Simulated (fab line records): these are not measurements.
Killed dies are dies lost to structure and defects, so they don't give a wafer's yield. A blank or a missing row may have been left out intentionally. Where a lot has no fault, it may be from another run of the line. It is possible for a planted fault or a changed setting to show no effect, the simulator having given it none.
A struck lot beside a sound one | flow nandHarc | 17 out of 1159 route steps
Sound: wafers L891.1, L891.3, L891.6. Struck: wafers L889.1, L889.5. (L889.6 of the same lot was not struck and is left out.) The cause comes at the end.
For every step that has rows: the tool of each side, followed by ch and its chambers, followed by its first start. Under that, the readings that differ: sound wafers | struck wafers | difference of the means | sigmas: that difference in standard deviations of wafers without a fault.
alike: readings whose means differ by less than 2 such deviations, and words and numbers that are the same on both sides. not compared: withheld readings, readings that some wafer has no value for, bounds like >300 that may hide the same value, and numbers for which the record gives no deviation and whose values overlap.
A row with sigmas, a row that says differs or no value, or rows on one side alone: a step with any of these is where the two part. Numbers that don't overlap but have no deviation are shown without sigmas and don't part them. A reading that every wafer of one side lacks parts them only if that side has two wafers or more.

NHARC_P_M0_OVL_MEAS_10: pitch 180 nm.
  sound on overlay-02 at day 9 15:20; struck on overlay-02 at day 9 05:34
reading         | sound       | struck    | difference | sigmas
overlayYNm (nm) | 0.5 0.7 1.0 | -1.2 -1.2 | -1.9       | -2
  alike: overlayXNm
NHARC_P_M0_INSPECT_11:
  sound on defectInspect-02 at day 9 15:22; struck on defectInspect-02 at day 9 05:36
  alike: rawDefectCount
NHARC_P_M0_DESCUM_14: chemistry O2, time 3 s.
  sound on rieDiel-06 ch 1,2, day 9 15:26; struck on rieDiel-06 ch 2, day 9 05:40
  alike: drypumpMotorCurrentA, o2FlowSccm, oesProductAu, rfVppV, showerheadPlenumPTorr, throttleValvePct
  not compared: rfHoursCounterH
then, 2 steps without rows for these wafers: NHARC_P_M0_ETCH_34 (etches the open film in N2/H2, target depth 40 nm, overetch 12 nm, time 43.94 s); NHARC_P_M0_ETCH_15 (etches the open film in C4F8/Ar, target depth 150 nm, overetch 15 nm, time 82.5 s).
NHARC_P_M0_CD_MEAS_16:
  sound on cdSem-03 at day 9 15:44; struck on cdSem-02 at day 9 05:58
  alike: cdNm
NHARC_P_M0_STRIP_18: strips in N2/H2.
  sound on rieDiel-07 ch 2,3, day 9 15:48; struck on rieDiel-05 ch 0,1, day 9 06:07
reading                  | sound       | struck  | difference | sigmas
drypumpMotorCurrentA (A) | 6.5 6.5 6.5 | 5.5 5.4 | -1.0       | -2
  alike: oesProductAu, powerW, rfVppV, showerheadPlenumPTorr, throttleValvePct
  not compared: rfHoursCounterH
then, 2 steps without rows for these wafers: NHARC_P_M0_STRIP_19 (strips in post etch residue remover, time 600 s); NHARC_P_M0_DEGAS_28 (time 60 s).
NHARC_P_M0_PRE_CLEAN_29: time 30 s.
  sound on pvdSputter-03; struck on pvdSputter-01
  alike: heaterPowerW
then, 1 step without rows for these wafers: NHARC_P_M0_PVD_20 (deposits TaN, target thk 5 nm, time 8.06 s).
NHARC_P_M0_PVD_21: deposits Cu, target thk 30 nm, time 20.49 s.
  sound on pvdSputter-03; struck on pvdSputter-01
  alike: throttleValvePct
NHARC_P_M0_ECD_22: material Cu, target thk 400 nm.
  sound on ecdCu-01 ch 0, day 9 16:43; struck on ecdCu-02 ch 0,1, day 9 06:56
NHARC_P_M0_ANNEAL_30: time 90 s.
  sound on rtpAnneal-02 ch 0, day 9 17:05; struck on rtpAnneal-02 ch 0, day 9 07:44
  alike: wafer_temp_C_max
NHARC_P_M0_CMP_23: polishes, t overpolish 20 s, target thk 117.53 nm.
  sound on cmp-03 ch 1,2, day 9 17:26; struck on cmp-03 ch 0,3, day 9 08:06
reading             | sound          | struck    | difference | sigmas
timeToEndpointS (s) | 30.1 27.8 30.6 | 12.4 11.3 | -17.6      | -6
  alike: motorCurrentA, retainingRingPressureFrac
NHARC_P_M0_THK_MEAS_24: measures by xrf.
  sound on filmMetro-02 at day 9 17:45; struck on filmMetro-01 at day 9 08:23
  alike: thkNm
then, 1 step without rows for these wafers: NHARC_END_SORT_01.

## WHERE THEY PART
At NHARC_P_M0_OVL_MEAS_10 first; at NHARC_P_M0_CMP_23 last (within this record only). Later steps at which nothing parts them and some readings are alike: NHARC_P_M0_THK_MEAS_24.

WHY: what had been put in by the simulator
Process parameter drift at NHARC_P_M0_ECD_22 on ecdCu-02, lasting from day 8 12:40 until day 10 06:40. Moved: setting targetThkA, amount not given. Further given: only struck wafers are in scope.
